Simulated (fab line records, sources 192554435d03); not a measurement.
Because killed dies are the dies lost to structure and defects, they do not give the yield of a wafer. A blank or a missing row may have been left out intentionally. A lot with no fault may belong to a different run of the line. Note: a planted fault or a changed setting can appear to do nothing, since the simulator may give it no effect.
2 desks looking at one fault	flow n5_finfet	each desk holds nothing but its own numbers, with what lay behind them at the end

== FOR THE TOOL OWNER'S DESK: epi_rpcvd-03 ==
The tool's own readings at N5_WELL_APT_EPI_41 (deposits Si from SiH4/H2, target thk 50 nm, time 297.7 s): means of the sampled wafers that have a number, for each lot that ran on this tool. Marked OUT: a lot whose mean sits more than 4 standard deviations from the usual mean, which makes it out of limits; the brackets give that distance.
Columns: A = throttle_valve_pct at N5_WELL_APT_EPI_41, usual 11.34 %
lot	first seen here	A
L822	day 1 22:34	11.31
L824	day 2 10:09	11.19
L825	day 2 16:05	11.51
L827	day 3 04:56	11.33
L828	day 3 10:19	11.32
L829	day 3 16:15	11.27
L830	day 3 22:20	11.22
L832	day 4 10:04	11.20
This desk's finding: nothing out of limits on any of the 8 lots.

== THE METROLOGY DESK ==
What the gauges read, lot by lot, whatever tool the lot ran on: means of the sampled wafers that have a number. Marked OUT: a lot whose mean sits more than 4 standard deviations from the usual mean, which makes it out of limits; the brackets give that distance. Readings shown: 7 out of 15 (the first out of limits, and those lying furthest out on some lot).
Columns: A = CJ_N at N5_BEOL_M4_RC_MEAS_101, usual 4.36; B = CJ_P at N5_BEOL_M4_RC_MEAS_101, usual 5.77; C = IOFF_N at N5_BEOL_M4_RC_MEAS_101, usual 0.152 nA/um; D = RS_NWELL at N5_BEOL_M4_RC_MEAS_101, usual 1036 ohm/sq; E = RS_PWELL at N5_BEOL_M4_RC_MEAS_101, usual 3013 ohm/sq; F = SS_N at N5_BEOL_M4_RC_MEAS_101, usual 71.4 mV/dec; G = VT_N at N5_BEOL_M4_RC_MEAS_101, usual 251 mV
lot	first seen here	A	B	C	D	E	F	G
L822	day 7 23:58	4.37	5.80	0.124	1036	3021	70.7	254
L823	day 8 11:07	4.47	5.75	0.167	1028	3035	71.7	250
L824	day 8 13:11	4.28	5.65	0.146	1033	3019	71.1	252
L825	day 8 23:14	4.38	5.84	0.179	1041	2985	71.6	250
L827	day 9 08:35	4.40	5.60	0.159	1036	3016	71.2	248
L828	day 9 17:50	4.35	5.66	0.157	1037	3016	71.7	248
L829	day 10 02:28	3.73 (-8.1) OUT	5.16 (-4.4) OUT	0.148	1026	2924	71.9	254
L830	day 10 03:15	3.50 (-11) OUT	5.12 (-4.6) OUT	0.174	1024	2903 (-4.8) OUT	72.5	251
L832	day 10 20:56	3.82 (-6.9) OUT	5.37	0.207	1015	2947	71.5	244
L838	day 12 15:07	4.42	6.04	0.143	1047	3030	72.0	253
Per this desk, out of limits: L829, L830, L832; the first was L829, day 10 02:28 (CJ_N at N5_BEOL_M4_RC_MEAS_101). In limits: L822, L823, L824, L825, L827, L828, L838.

== PUT TOGETHER ==
At day 10 02:28 the metrology desk could have sounded an alarm, on L829, L830, L832.
The tool owner's desk saw nothing out of limits.
On record at the tool owner's desk: L829, L830, L832, within its limits.
The lots listed all ran N5_WELL_APT_EPI_41 on epi_rpcvd-03.

== WHAT THE SIMULATOR HAD INSERTED ==
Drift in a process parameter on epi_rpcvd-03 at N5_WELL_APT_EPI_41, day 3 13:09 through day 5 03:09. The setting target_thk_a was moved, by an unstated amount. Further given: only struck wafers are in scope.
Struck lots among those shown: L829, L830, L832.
Per desk, hours elapsed from the start of the fault to the first reading out of limits: for the metrology desk, 157.
